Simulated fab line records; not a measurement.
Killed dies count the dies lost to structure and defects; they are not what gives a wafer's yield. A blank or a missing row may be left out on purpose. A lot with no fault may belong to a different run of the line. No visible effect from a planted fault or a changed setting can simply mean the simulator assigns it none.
Split-lot experiment :: flow n5 finfet :: on a route of 1938 steps: 7 lots, 21 wafers read

## ON THE SPLIT
At N5_BEOL_M11_EXPOSE_08 (exposes mask M11), the setting dose mj was moved away from the recipe's 53.75 on 10 of the 21 wafers read, by -2.9% to +7.1%. The other wafers ran this setting at the recipe's value.

## FROM THE SPLIT TO THE READING: what the file shows between them, 15 steps
- N5_BEOL_M11_PEB_09: peb time 60 s
- N5_BEOL_M11_DEVELOP_10: develop time 30 s
- N5_BEOL_M11_CD_MEAS_11: target cd 64.1 nm
- N5_BEOL_M11_DESCUM_16: chemistry O2, time 7.9 s
- N5_BEOL_M11_ETCH_61: etches SiARC in CF4, target depth 39 nm, time 65 s
- N5_BEOL_M11_ETCH_62: etches SOC in N2/H2, target depth 110 nm, overetch 22 nm, time 165 s
- N5_BEOL_M11_STRIP_68: strips in N2/H2
- N5_BEOL_M11_STRIP_67: strips in CF4
- N5_BEOL_M11_HM_OPEN_17: chemistry Cl2/BCl3, target TiN, target depth 20 nm, overetch 6 nm
- N5_BEOL_M11_STRIP_19: strips in O2
- N5_BEOL_M11_CD_MEAS_18: pitch 140 nm, target cd 70 nm
- N5_BEOL_M11_COAT_63: time 60 s, resist thk 100 nm
- N5_BEOL_M11_COAT_64: time 60 s, resist thk 30 nm
- N5_BEOL_M11_PRECLEAN_42: cleans in residue remover, time 60 s
- N5_BEOL_M11_SRD_43: time 30 s

## THE READING
At N5_BEOL_M11_CD_MEAS_35: cd nm in nanometres, against a target cd of 70 nm. A value of 70.2 nm with a standard deviation of 0.57 nm is what fault-free wafers of this fab line usually give.

wafer: L074.1
tool, chamber at the split: arfi scanner-03, 0
dose mj as run: 53.75
against the recipe: recipe
cd nm, nm: 70.1
against lot-mates on the recipe: -

wafer: L074.4
tool, chamber at the split: arfi scanner-03, 0
dose mj as run: 57.14
against the recipe: +6.3%
cd nm, nm: 73.6
against lot-mates on the recipe: +3.2

wafer: L074.5
tool, chamber at the split: arfi scanner-03, 0
dose mj as run: 53.75
against the recipe: recipe
cd nm, nm: 70.6
against lot-mates on the recipe: -

wafer: L080.2
tool, chamber at the split: arfi scanner-03, 0
dose mj as run: 56.64
against the recipe: +5.4%
cd nm, nm: 73.7
against lot-mates on the recipe: +3.0

wafer: L080.4
tool, chamber at the split: arfi scanner-03, 0
dose mj as run: 53.75
against the recipe: recipe
cd nm, nm: 70.7
against lot-mates on the recipe: -

wafer: L080.5
tool, chamber at the split: arfi scanner-03, 0
dose mj as run: 56.64
against the recipe: +5.4%
cd nm, nm: 73.8
against lot-mates on the recipe: +3.1

wafer: L081.2
tool, chamber at the split: arfi scanner-02, 0
dose mj as run: 53.75
against the recipe: recipe
cd nm, nm: 70.7
against lot-mates on the recipe: -

wafer: L081.5
tool, chamber at the split: arfi scanner-02, 0
dose mj as run: 55.28
against the recipe: +2.8%
cd nm, nm: 71.9
against lot-mates on the recipe: +1.2

wafer: L081.6
tool, chamber at the split: arfi scanner-02, 0
dose mj as run: 55.28
against the recipe: +2.8%
cd nm, nm: 72.4
against lot-mates on the recipe: +1.7

wafer: L085.3
tool, chamber at the split: arfi scanner-03, 0
dose mj as run: 53.75
against the recipe: recipe
cd nm, nm: 69.6
against lot-mates on the recipe: -

wafer: L085.4
tool, chamber at the split: arfi scanner-03, 0
dose mj as run: 52.2
against the recipe: -2.9%
cd nm, nm: 68.4
against lot-mates on the recipe: -1.5

wafer: L085.6
tool, chamber at the split: arfi scanner-03, 0
dose mj as run: 53.75
against the recipe: recipe
cd nm, nm: 70.2
against lot-mates on the recipe: -

wafer: L087.1
tool, chamber at the split: arfi scanner-01, 0
dose mj as run: 53.75
against the recipe: recipe
cd nm, nm: 70.3
against lot-mates on the recipe: -

wafer: L087.2
tool, chamber at the split: arfi scanner-01, 0
dose mj as run: 53.75
against the recipe: recipe
cd nm, nm: 70.1
against lot-mates on the recipe: -

wafer: L087.4
tool, chamber at the split: arfi scanner-01, 0
dose mj as run: 53.75
against the recipe: recipe
cd nm, nm: 69.7
against lot-mates on the recipe: -

wafer: L091.1
tool, chamber at the split: arfi scanner-02, 0
dose mj as run: 56.79
against the recipe: +5.7%
cd nm, nm: 72.7
against lot-mates on the recipe: +3.0

wafer: L091.2
tool, chamber at the split: arfi scanner-02, 0
dose mj as run: 56.79
against the recipe: +5.7%
cd nm, nm: 73.4
against lot-mates on the recipe: +3.7

wafer: L091.6
tool, chamber at the split: arfi scanner-02, 0
dose mj as run: 53.75
against the recipe: recipe
cd nm, nm: 69.7
against lot-mates on the recipe: -

wafer: L095.2
tool, chamber at the split: arfi scanner-02, 0
dose mj as run: 53.75
against the recipe: recipe
cd nm, nm: 70.4
against lot-mates on the recipe: -

wafer: L095.3
tool, chamber at the split: arfi scanner-02, 0
dose mj as run: 57.54
against the recipe: +7.1%
cd nm, nm: 73.9
against lot-mates on the recipe: +3.5

wafer: L095.6
tool, chamber at the split: arfi scanner-02, 0
dose mj as run: 57.54
against the recipe: +7.1%
cd nm, nm: 74.3
against lot-mates on the recipe: +3.9

FIT RESULTS
A straight line over all 21 wafers: cd nm changes by +0.57 nm for each +1% of dose mj; r = +0.98; the points scatter about the line by 0.4 nm.
The same after taking each lot's own level away (the mean of its wafers on the recipe; 21 wafers): +0.545 nm for each +1%; r = +0.99; scatter 0.25 nm.
Per that fit: largest dose mj move, reading shift of 3.8 nm.
Measured against the standard deviation above, the lots' own levels, which go from 69.70 to 70.70 nm, span 1.8 times it.
The two slopes are in agreement: the lot-to-lot level therefore moves the slope only a little.
Check: for one of the wafers moved furthest among these (+7.1%), held out of the fit, the line's prediction against its lot-mates is +3.92 nm. Against them it came out at +3.5 nm.

## FURTHER SPLITS ON THESE WAFERS
Note: prior to the reading, these wafers also went through further splits. Each is held against what the fit with the lots' levels taken away leaves over:
other split on the same wafers: N5_BEOL_M10_TRENCH_ETCH_37 source w
wafers away from the commonest value: 6
r with cd nm (lot level and that fit taken away): -0.34

## THE WHOLE CHAIN: every reading that the file lists as answering this split, in the file's order
step: N5_BEOL_M11_CD_MEAS_11
what it does: target cd 64.1 nm
reading: cd nm
change (the file's fit): +0.546 nm for each +1% of the setting
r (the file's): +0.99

step: N5_BEOL_M11_ETCH_61
what it does: etches SiARC in CF4, target depth 39 nm, time 65 s
reading: BEOL_M11.cd offset nm (the simulator's own value, which no gauge read)
change (the file's fit): +0.546 nm for each +1% of the setting
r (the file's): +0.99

step: N5_BEOL_M11_ETCH_62
what it does: etches SOC in N2/H2, target depth 110 nm, overetch 22 nm, time 165 s
reading: BEOL_M11.cd offset nm (the simulator's own value, which no gauge read)
change (the file's fit): +0.544 nm for each +1% of the setting
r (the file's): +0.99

step: N5_BEOL_M11_CD_MEAS_18
what it does: pitch 140 nm, target cd 70 nm
reading: cd nm
change (the file's fit): +0.544 nm for each +1% of the setting
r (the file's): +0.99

step: N5_BEOL_M11_CD_MEAS_35
what it does: target cd 70 nm
reading: cd nm
change (the file's fit): +0.541 nm for each +1% of the setting
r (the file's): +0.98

## THE FILE'S OWN FIT
cd nm changes by +0.541 nm for each +1% of dose mj, r = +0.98.
